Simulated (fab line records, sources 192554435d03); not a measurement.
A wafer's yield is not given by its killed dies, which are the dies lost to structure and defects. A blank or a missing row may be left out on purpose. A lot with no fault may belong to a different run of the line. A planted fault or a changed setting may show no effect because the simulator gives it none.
Which tool did it? -- flow n5-finfet -- 66 wafers from 22 lots sampled at 6 of the route's 1938 steps

WHAT THE GAUGES SHOWED, per wafer
The record lacks any reading of a measuring or inspecting step that a usual standard deviation could be used to judge.

EACH LOT AND THE TOOL THAT RAN IT (in order: tool; ch and the chambers of the sampled wafers; start)
lot,N5_HKMG_FIN_DESCUM_17,N5_HKMG_FIN_STRIP_34,N5_HKMG_FIN_STRIP_89,N5_HKMG_FIN_NWFM_ALD_20,N5_HKMG_FIN_ALD_21,N5_HKMG_FIN_W_FILL_22
L074,"rie-diel-01 ch 0,1,3, day 4 01:52","rie-diel-01 ch 0,1,3, day 4 02:08","rie-diel-01 ch 1,2,3, day 4 03:14","ald-metal-04 ch 0,1,3, day 4 03:55","ald-metal-02 ch 1,2, day 4 05:10","cvd-w-02 ch 0,1, day 4 05:37"
L075,"rie-diel-04 ch 0,1,2, day 4 08:59","rie-diel-04 ch 0,1,2, day 4 09:16","rie-diel-01 ch 0,2,3, day 4 10:28","ald-metal-04 ch 0,1,2, day 4 11:03","ald-metal-02 ch 0,2, day 4 12:14","cvd-w-01 ch 0,1, day 4 12:40"
L076,"rie-diel-04 ch 0,3, day 4 15:49","rie-diel-04 ch 0,3, day 4 16:06","rie-diel-01 ch 1,3, day 4 17:12","ald-metal-02 ch 0,3, day 4 17:46","ald-metal-04 ch 0,2, day 4 18:58","cvd-w-02 ch 0,1, day 4 19:23"
L077,"rie-diel-02 ch 1,2,3, day 4 21:13","rie-diel-02 ch 1,2,3, day 4 21:29","rie-diel-01 ch 0,1, day 4 22:39","ald-metal-04 ch 0,2,3, day 4 23:13","ald-metal-01 ch 1,3, day 5 00:25","cvd-w-01 ch 0, day 5 00:50"
L078,"rie-diel-02 ch 0,1,3, day 5 01:50","rie-diel-02 ch 0,1,3, day 5 02:07","rie-diel-01 ch 0,1, day 5 03:13","ald-metal-04 ch 0,2,3, day 5 03:47","ald-metal-04 ch 0,1,3, day 5 04:58","cvd-w-02 ch 1, day 5 05:23"
L079,"rie-diel-02 ch 0,2,3, day 5 08:59","rie-diel-02 ch 0,2,3, day 5 09:17","rie-diel-02 ch 0,1, day 5 10:22","ald-metal-01 ch 1,2, day 5 10:57","ald-metal-04 ch 0,2,3, day 5 12:19","cvd-w-01 ch 0,1, day 5 12:45"
L080,"rie-diel-04 ch 1,2, day 5 20:52","rie-diel-04 ch 1,2, day 5 21:09","rie-diel-01 ch 0,2,3, day 5 22:17","ald-metal-01 ch 0,1,3, day 5 22:52","ald-metal-01 ch 2,3, day 6 00:03","cvd-w-02 ch 0,1, day 6 00:28"
L081,"rie-diel-02 ch 0,1,3, day 5 21:21","rie-diel-02 ch 0,1,3, day 5 21:38","rie-diel-02 ch 1,2,3, day 5 22:48","ald-metal-02 ch 0,1,3, day 5 23:22","ald-metal-04 ch 1,3, day 6 00:34","cvd-w-01 ch 0,1, day 6 00:59"
L082,"rie-diel-02 ch 1,2, day 6 05:37","rie-diel-02 ch 1,2, day 6 05:53","rie-diel-04 ch 1,2,3, day 6 06:59","ald-metal-01 ch 0,2, day 6 07:34","ald-metal-01 ch 0,2,3, day 6 08:49","cvd-w-01 ch 0, day 6 09:15"
L084,"rie-diel-04 ch 0,1, day 6 12:55","rie-diel-04 ch 0,1, day 6 13:12","rie-diel-01 ch 1,2, day 6 14:19","ald-metal-01 ch 2,3, day 6 14:53","ald-metal-04 ch 0,3, day 6 16:11","cvd-w-02 ch 0,1, day 6 16:36"
L085,"rie-diel-01 ch 0,1,3, day 6 20:15","rie-diel-01 ch 0,1,3, day 6 20:32","rie-diel-04 ch 1,3, day 6 21:38","ald-metal-02 ch 0,3, day 6 22:12","ald-metal-04 ch 0,2,3, day 6 23:39","cvd-w-01 ch 0,1, day 7 00:04"
L086,"rie-diel-02 ch 0,1,2, day 7 03:37","rie-diel-02 ch 0,1,2, day 7 03:54","rie-diel-01 ch 0,1, day 7 05:32","ald-metal-04 ch 0,1,3, day 7 06:16","ald-metal-02 ch 1,2,3, day 7 07:27","cvd-w-01 ch 0,1, day 7 07:53"
L087,"rie-diel-01 ch 2,3, day 7 09:18","rie-diel-01 ch 2,3, day 7 09:35","rie-diel-01 ch 1,2, day 7 10:44","ald-metal-02 ch 0,1,3, day 7 11:19","ald-metal-04 ch 0,2,3, day 7 12:37","cvd-w-02 ch 0,1, day 7 13:02"
L089,"rie-diel-04 ch 1,2,3, day 7 20:59","rie-diel-04 ch 1,2,3, day 7 21:16","rie-diel-01 ch 1,2,3, day 7 22:22","ald-metal-01 ch 0,1,3, day 7 22:56","ald-metal-04 ch 0,1,2, day 8 00:07","cvd-w-01 ch 0,1, day 8 00:32"
L090,"rie-diel-01 ch 0,2,3, day 8 02:38","rie-diel-01 ch 0,2,3, day 8 02:55","rie-diel-01 ch 0,2,3, day 8 04:04","ald-metal-01 ch 0,2,3, day 8 04:38","ald-metal-01 ch 0,1,2, day 8 05:51","cvd-w-01 ch 0,1, day 8 06:17"
L091,"rie-diel-04 ch 0,1,2, day 8 07:12","rie-diel-04 ch 0,1,2, day 8 07:29","rie-diel-01 ch 0,1, day 8 08:35","ald-metal-02 ch 2,3, day 8 09:10","ald-metal-02 ch 0,1,3, day 8 10:20","cvd-w-01 ch 0,1, day 8 10:46"
L092,"rie-diel-02 ch 2,3, day 8 15:19","rie-diel-02 ch 2,3, day 8 15:35","rie-diel-01 ch 1,2, day 8 16:47","ald-metal-02 ch 0,1, day 8 17:22","ald-metal-02 ch 0,1,3, day 8 18:34","cvd-w-02 ch 0,1, day 8 18:59"
L093,"rie-diel-01 ch 0,1,2, day 8 19:32","rie-diel-01 ch 0,1,2, day 8 19:49","rie-diel-04 ch 0,3, day 8 20:56","ald-metal-02 ch 1,3, day 8 21:32","ald-metal-04 ch 0,2, day 8 22:56","cvd-w-02 ch 0,1, day 8 23:21"
L094,"rie-diel-01 ch 0,2,3, day 9 02:36","rie-diel-01 ch 0,2,3, day 9 02:53","rie-diel-01 ch 2,3, day 9 04:03","ald-metal-01 ch 0,1, day 9 04:41","ald-metal-02 ch 0,1,3, day 9 05:52","cvd-w-02 ch 0,1, day 9 06:17"
L095,"rie-diel-02 ch 0,1, day 9 08:25","rie-diel-02 ch 0,1, day 9 08:42","rie-diel-01 ch 0,2, day 9 09:48","ald-metal-02 ch 0,3, day 9 10:23","ald-metal-04 ch 0,2,3, day 9 11:34","cvd-w-02 ch 0, day 9 11:59"
L096,"rie-diel-01 ch 0,2, day 9 18:55","rie-diel-01 ch 0,2, day 9 19:12","rie-diel-02 ch 0,3, day 9 20:17","ald-metal-01 ch 0,1, day 9 20:52","ald-metal-04 ch 0,1, day 9 22:03","cvd-w-01 ch 1, day 9 22:29"
L097,"rie-diel-01 ch 1,2,3, day 9 21:52","rie-diel-01 ch 1,2,3, day 9 22:08","rie-diel-02 ch 1,2,3, day 9 23:14","ald-metal-04 ch 0,1,3, day 9 23:49","ald-metal-02 ch 1,2,3, day 10 01:01","cvd-w-01 ch 0,1, day 10 01:26"
- N5_HKMG_FIN_DESCUM_17: chemistry O2, time 7.9 s.
- N5_HKMG_FIN_STRIP_34: strips in CF4.
- N5_HKMG_FIN_STRIP_89: strips SOC in N2/H2, time 20 s.
- N5_HKMG_FIN_NWFM_ALD_20: deposits TiAlC, target thk 2 nm, pulse time 3 s, purge time 2 s.
- N5_HKMG_FIN_ALD_21: deposits TiN, target thk 1.5 nm, pulse time 1 s, purge time 3 s.
- N5_HKMG_FIN_W_FILL_22: material W, target thk 60 nm, time 18.2 s.

WHAT THE TOOLS THEMSELVES READ (means of the sampled wafers that have a number; where no wafer has one, the mark that the record gives instead)
N5_HKMG_FIN_DESCUM_17. Usual: drypump-motor-current-A 5.6 A, standard deviation 0.47; oes-product-au 0.78 a.u., standard deviation 0.084; rf-vpp-V 243.4 V, standard deviation 1.4; showerhead-plenum-p-Torr 2.10 Torr, standard deviation 0.083; throttle-valve-pct 20.33 %, standard deviation 0.19.
lot,tool,drypump-motor-current-A (A),oes-product-au (a.u.),rf-vpp-V (V),showerhead-plenum-p-Torr (Torr),throttle-valve-pct (%),flag
L074,rie-diel-01,5.0,0.80,244.2,2.14,20.44,
L075,rie-diel-04,6.0,0.77,242.6,2.05,20.29,
L076,rie-diel-04,5.8,0.75,243.3,2.05,20.16,
L077,rie-diel-02,5.7,0.74,242.2,2.05,20.35,
L078,rie-diel-02,5.5,0.75,243.7,2.09,20.20,
L079,rie-diel-02,5.6,0.71,243.7,2.07,20.35,
L080,rie-diel-04,6.0,0.83,243.1,2.07,20.22,
L081,rie-diel-02,5.5,0.74,241.9,2.09,20.22,
L082,rie-diel-02,5.7,0.76,241.8,2.00,20.37,
L084,rie-diel-04,5.9,0.91,245.3,2.19,20.21,
L085,rie-diel-01,5.0,0.78,243.7,2.13,20.49,
L086,rie-diel-02,5.6,0.75,242.1,2.02,20.37,
L087,rie-diel-01,5.9,0.90,244.9,2.23,20.27,
L089,rie-diel-04,6.0,0.77,243.5,2.08,20.26,
L090,rie-diel-01,5.4,0.83,244.0,2.18,20.37,
L091,rie-diel-04,6.0,0.83,243.8,2.13,20.24,
L092,rie-diel-02,5.7,0.68,244.0,2.09,20.40,
L093,rie-diel-01,5.6,0.76,243.9,2.13,20.54,
L094,rie-diel-01,5.4,0.82,244.2,2.18,20.40,
L095,rie-diel-02,5.6,0.75,242.9,2.03,20.26,
L096,rie-diel-01,5.4,0.77,243.7,2.13,20.54,
L097,rie-diel-01,5.5,0.89,243.7,2.16,20.29,

N5_HKMG_FIN_STRIP_34. Usual: drypump-motor-current-A 5.6 A, standard deviation 0.47; oes-product-au 0.78 a.u., standard deviation 0.076; rf-vpp-V 271.5 V, standard deviation 1.6; showerhead-plenum-p-Torr 1.81 Torr, standard deviation 0.064; throttle-valve-pct 13.54 %, standard deviation 0.22.
lot,tool,drypump-motor-current-A (A),oes-product-au (a.u.),rf-vpp-V (V),showerhead-plenum-p-Torr (Torr),throttle-valve-pct (%),flag
L074,rie-diel-01,5.0,0.79,271.4,1.83,13.55,
L075,rie-diel-04,5.9,0.77,271.6,1.77,13.60,
L076,rie-diel-04,5.8,0.74,270.0,1.77,13.53,
L077,rie-diel-02,5.7,0.75,269.5,1.77,13.59,
L078,rie-diel-02,5.6,0.75,272.0,1.80,13.48,
L079,rie-diel-02,5.6,0.72,270.7,1.79,13.65,
L080,rie-diel-04,5.9,0.82,271.4,1.79,13.49,
L081,rie-diel-02,5.6,0.75,271.1,1.80,13.48,
L082,rie-diel-02,5.8,0.76,270.7,1.73,13.57,
L084,rie-diel-04,5.9,0.90,272.5,1.89,13.43,
L085,rie-diel-01,5.0,0.76,272.2,1.82,13.59,
L086,rie-diel-02,5.6,0.74,269.7,1.75,13.63,
L087,rie-diel-01,5.9,0.87,273.8,1.90,13.31,
L089,rie-diel-04,6.0,0.77,271.4,1.79,13.55,
L090,rie-diel-01,5.4,0.82,271.9,1.86,13.42,
L091,rie-diel-04,5.9,0.83,271.5,1.83,13.50,
L092,rie-diel-02,5.8,0.69,270.7,1.80,13.70,
L093,rie-diel-01,5.5,0.76,272.7,1.82,13.65,
L094,rie-diel-01,5.4,0.80,272.9,1.85,13.45,
L095,rie-diel-02,5.5,0.75,270.0,1.75,13.50,
L096,rie-diel-01,5.4,0.76,271.0,1.81,13.57,
L097,rie-diel-01,5.5,0.88,272.2,1.85,13.36,

N5_HKMG_FIN_STRIP_89. Usual: drypump-motor-current-A 5.6 A, standard deviation 0.55; oes-product-au 0.79 a.u., standard deviation 0.088; rf-vpp-V 54.3 V, standard deviation 0.82; showerhead-plenum-p-Torr 3.41 Torr, standard deviation 0.13; throttle-valve-pct 19.11 %, standard deviation 0.27.
lot,tool,drypump-motor-current-A (A),oes-product-au (a.u.),rf-vpp-V (V),showerhead-plenum-p-Torr (Torr),throttle-valve-pct (%),flag
L074,rie-diel-01,5.5,0.86,54.7,3.50,19.07,
L075,rie-diel-01,5.4,0.88,54.0,3.50,19.04,
L076,rie-diel-01,5.2,0.79,53.7,3.41,19.06,
L077,rie-diel-01,5.2,0.72,54.3,3.32,19.12,
L078,rie-diel-01,5.0,0.73,54.2,3.32,19.11,
L079,rie-diel-02,5.4,0.77,54.2,3.31,18.94,
L080,rie-diel-01,5.4,0.85,54.0,3.49,19.08,
L081,rie-diel-02,5.8,0.74,53.3,3.31,19.24,
L082,rie-diel-04,6.0,0.79,54.5,3.37,18.98,
L084,rie-diel-01,6.0,0.84,54.0,3.49,19.22,
L085,rie-diel-04,6.0,0.75,54.1,3.39,19.41,
L086,rie-diel-01,5.2,0.70,53.1,3.31,19.16,
L087,rie-diel-01,6.0,0.82,54.9,3.49,19.24,
L089,rie-diel-01,5.5,0.82,54.4,3.48,19.13,
L090,rie-diel-01,5.4,0.82,54.1,3.48,19.10,
L091,rie-diel-01,5.2,0.70,54.5,3.30,19.18,
L092,rie-diel-01,6.0,0.81,54.7,3.48,19.26,
L093,rie-diel-04,5.8,0.81,54.2,3.43,19.50,
L094,rie-diel-01,5.4,0.86,55.1,3.56,19.06,
L095,rie-diel-01,5.9,0.81,54.2,3.48,19.24,
L096,rie-diel-02,5.4,0.72,54.9,3.37,19.10,
L097,rie-diel-02,5.8,0.71,53.8,3.29,19.28,

N5_HKMG_FIN_NWFM_ALD_20. Usual: heater-power-w 515 W, standard deviation 56; precursor-pulse-height-rel 1.001, standard deviation 0.019; susceptor-temp-C 299.99 C, standard deviation 0.22.
lot,tool,heater-power-w (W),precursor-pulse-height-rel,susceptor-temp-C (C),flag
L074,ald-metal-04,468,0.995,299.91,
L075,ald-metal-04,499,1.015,299.94,
L076,ald-metal-02,505,1.006,299.94,
L077,ald-metal-04,508,1.012,300.10,
L078,ald-metal-04,509,0.990,300.09,
L079,ald-metal-01,524,1.004,299.87,
L080,ald-metal-01,493,1.002,299.97,
L081,ald-metal-02,566,0.987,299.89,
L082,ald-metal-01,498,0.999,299.83,
L084,ald-metal-01,520,1.012,300.08,
L085,ald-metal-02,506,1.000,299.97,
L086,ald-metal-04,477,1.013,300.00,
L087,ald-metal-02,563,0.996,300.03,
L089,ald-metal-01,485,0.996,299.92,
L090,ald-metal-01,503,1.012,299.88,
L091,ald-metal-02,480,1.015,299.73,
L092,ald-metal-02,577,0.999,299.85,
L093,ald-metal-02,556,0.988,299.96,
L094,ald-metal-01,498,0.984,299.94,
L095,ald-metal-02,513,0.983,299.93,
L096,ald-metal-01,497,1.009,299.96,
L097,ald-metal-04,468,0.993,300.12,

N5_HKMG_FIN_ALD_21. Usual: heater-power-w 917 W, standard deviation 98; precursor-pulse-height-rel 1.000, standard deviation 0.021; susceptor-temp-C 400.01 C, standard deviation 0.24.
lot,tool,heater-power-w (W),precursor-pulse-height-rel,susceptor-temp-C (C),flag
L074,ald-metal-02,1076,0.984,399.78,
L075,ald-metal-02,895,1.004,399.94,
L076,ald-metal-04,962,1.009,400.02,
L077,ald-metal-01,904,1.004,400.30,
L078,ald-metal-04,831,1.003,399.87,
L079,ald-metal-04,911,0.995,400.03,
L080,ald-metal-01,897,0.988,400.03,
L081,ald-metal-04,820,1.015,399.85,
L082,ald-metal-01,903,1.027,400.06,
L084,ald-metal-04,884,1.003,399.94,
L085,ald-metal-04,913,1.006,399.86,
L086,ald-metal-02,973,1.006,399.88,
L087,ald-metal-04,917,0.998,400.29,
L089,ald-metal-04,893,0.991,399.89,
L090,ald-metal-01,897,1.018,400.01,
L091,ald-metal-02,1013,0.992,399.93,
L092,ald-metal-02,1010,1.018,399.97,
L093,ald-metal-04,959,0.978,399.89,
L094,ald-metal-02,1007,0.992,399.86,
L095,ald-metal-04,903,1.005,399.99,
L096,ald-metal-04,880,0.988,399.65,
L097,ald-metal-02,973,0.996,400.08,

N5_HKMG_FIN_W_FILL_22. Usual: heater-power-w 833 W, standard deviation 47; susceptor-temp-C 399.99 C, standard deviation 0.22; throttle-valve-pct 18.9 %, standard deviation 0.89.
lot,tool,heater-power-w (W),susceptor-temp-C (C),throttle-valve-pct (%),flag
L074,cvd-w-02,836,399.92,19.8,
L075,cvd-w-01,856,399.98,18.3,
L076,cvd-w-02,828,399.97,19.5,
L077,cvd-w-01,772,400.22,17.7,
L078,cvd-w-02,812,400.39,18.9,
L079,cvd-w-01,810,400.15,18.1,
L080,cvd-w-02,833,400.02,19.7,
L081,cvd-w-01,809,399.72,18.0,
L082,cvd-w-01,781,400.32,17.8,
L084,cvd-w-02,838,399.85,19.7,
L085,cvd-w-01,853,399.72,18.4,
L086,cvd-w-01,850,399.94,18.5,
L087,cvd-w-02,829,399.75,19.3,
L089,cvd-w-01,846,400.12,18.5,
L090,cvd-w-01,813,399.75,18.2,
L091,cvd-w-01,812,399.99,18.2,
L092,cvd-w-02,846,400.01,20.1,
L093,cvd-w-02,828,399.79,19.4,
L094,cvd-w-02,846,400.27,19.9,
L095,cvd-w-02,866,399.99,20.5,
L096,cvd-w-01,889,399.89,18.9,
L097,cvd-w-01,829,400.01,18.2,

THE ANSWER, worked out from the rows above alone
Rule: take the mean of a lot's wafers that have a number; if it is more than 3 standard deviations from the usual mean, the lot is off. A lot without any number at a reading at which 4 lots or more have one is off too. All remaining lots with rows at the step are treated as sound. Order of review: gauges by route order, followed by the tools' own readings, for which a lot's mean as printed above is used. The first step at which some lot is off is used, and at that step the reading that is off furthest; a lot without a number counts as furthest.
None of the lots is off at any reading shown; this tells nothing.

WHAT WAS PUT IN BY THE SIMULATOR
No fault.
